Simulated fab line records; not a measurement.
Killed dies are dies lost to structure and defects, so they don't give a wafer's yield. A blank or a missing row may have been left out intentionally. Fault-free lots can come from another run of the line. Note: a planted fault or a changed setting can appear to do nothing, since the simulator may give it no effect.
Struck lot and sound lot, side by side + flow n5Finfet + 16 steps out of a route of 1938
Sound: the wafers L144.1, L144.3, L144.6. Struck: wafers L139.2, L139.4, L139.5. The cause is named last.
Order at every step that has rows: each side's tool, ch and its chambers, its first start. Under that, the readings that differ: sound wafers + struck wafers + difference of the means + sigmas: that difference in standard deviations of wafers without a fault.
alike: a reading whose means differ by less than 2 such deviations, as well as words and numbers matching on both sides. not compared: withheld readings; readings where some wafer has no value; bounds like >300 that might hide an equal value; numbers whose values overlap and for which the record gives no deviation.
The two part at a step that has a row with sigmas, a row that says differs or no value, or rows on one side only. Non-overlapping numbers with no deviation appear without sigmas and do not part them. A reading missing from all wafers of one side parts the sides only when that side holds two or more wafers.

first, 1 step without rows for these wafers: N5_BEOL_M2_ALD_84 (deposits TaN, pulse time 2 s, purge time 3 s, co reactant purge time 2 s).
N5_BEOL_M2_SURFACE_TREAT_85:
  sound on pvdSputter-01, day 9 05:26; struck on pvdSputter-02, day 7 15:43
  alike: arFlowSccm
  not compared: throttleValvePct
then, 5 steps without rows for these wafers: N5_BEOL_M2_CVD_47 (deposits Co from CCTBA/H2, target thk 3 nm, time 223.8 s); N5_BEOL_M2_SPUTTER_48 (material Cu, target thk 4.5 nm, time 8.29 s); N5_BEOL_M2_ANNEAL_49 (time 240 s); N5_BEOL_M2_SPUTTER_79 (material Cu, target thk 4.5 nm, time 8.29 s); N5_BEOL_M2_ANNEAL_80 (time 240 s).
N5_BEOL_M2_SPUTTER_81: material Cu, target thk 4.5 nm, time 8.29 s.
  sound on pvdSputter-03, day 9 06:06; struck on pvdSputter-03, day 7 16:58
  alike: throttleValvePct
N5_BEOL_M2_ANNEAL_82: time 240 s.
  sound on pvdSputter-03, day 9 06:11; struck on pvdSputter-03, day 7 17:02
  alike: heaterPowerW, susceptorTempC, susceptor_temp_C_max
then, 1 step without rows for these wafers: N5_BEOL_M2_SPUTTER_86 (material Cu, target thk 4.5 nm, time 8.29 s).
N5_BEOL_M2_ANNEAL_87: time 240 s.
  sound on pvdSputter-03, day 9 06:24; struck on pvdSputter-03, day 7 17:16
  alike: heaterPowerW, susceptorTempC, susceptor_temp_C_max
N5_BEOL_M2_SPUTTER_88: material Cu, target thk 4.5 nm, time 8.29 s.
  sound on pvdSputter-03, day 9 06:32; struck on pvdSputter-03, day 7 17:24
  alike: throttleValvePct
N5_BEOL_M2_ANNEAL_89: time 240 s.
  sound on pvdSputter-03, day 9 06:37; struck on pvdSputter-03, day 7 17:29
  no value came back on the struck wafers for heaterPowerW (W), susceptorTempC (C), susceptor_temp_C_max; on the sound wafers heaterPowerW (W) reads 845 779 886
then, 1 step without rows for these wafers: N5_BEOL_M2_SPUTTER_90 (material Cu, target thk 4.5 nm, time 8.29 s).
N5_BEOL_M4_RC_MEAS_101:
  sound on prober-01 ch 0, day 10 10:50; struck on prober-01 ch 0, day 9 06:07
  alike: DIBL_N, DIBL_P, IOFF_N, IOFF_P, ION_N, ION_P, SS_N, SS_P, VT_N, VT_P
-- record jumps: 5 days separate the struck wafers' starts on either side; left off in module BEOL_M4, taken up again in module PASSIVATION, whose first shown step is the route's number 1936 --
N5_PASSIVATION_PROBE_49:
  sound on prober-02, day 15 00:37; struck on prober-01, day 13 20:13
  alike: defectLimitedYield, killed_at_M0_to_M3, killed_at_M4_up, killedAtContacts, killedAtFrontEnd, killedAtOther, killedDies, killedOnRim, killedOpen, killedShort, sort_bin_5_function, sort_bin_6_memory, sort_bin_8_speed, sortNPass, sortYieldPct

## WHERE THEY PART
N5_BEOL_M2_ANNEAL_89 only, going by this record. Later steps at which nothing parts them and some readings are alike: N5_BEOL_M4_RC_MEAS_101, N5_PASSIVATION_PROBE_49.

WHY: what the simulator had put in
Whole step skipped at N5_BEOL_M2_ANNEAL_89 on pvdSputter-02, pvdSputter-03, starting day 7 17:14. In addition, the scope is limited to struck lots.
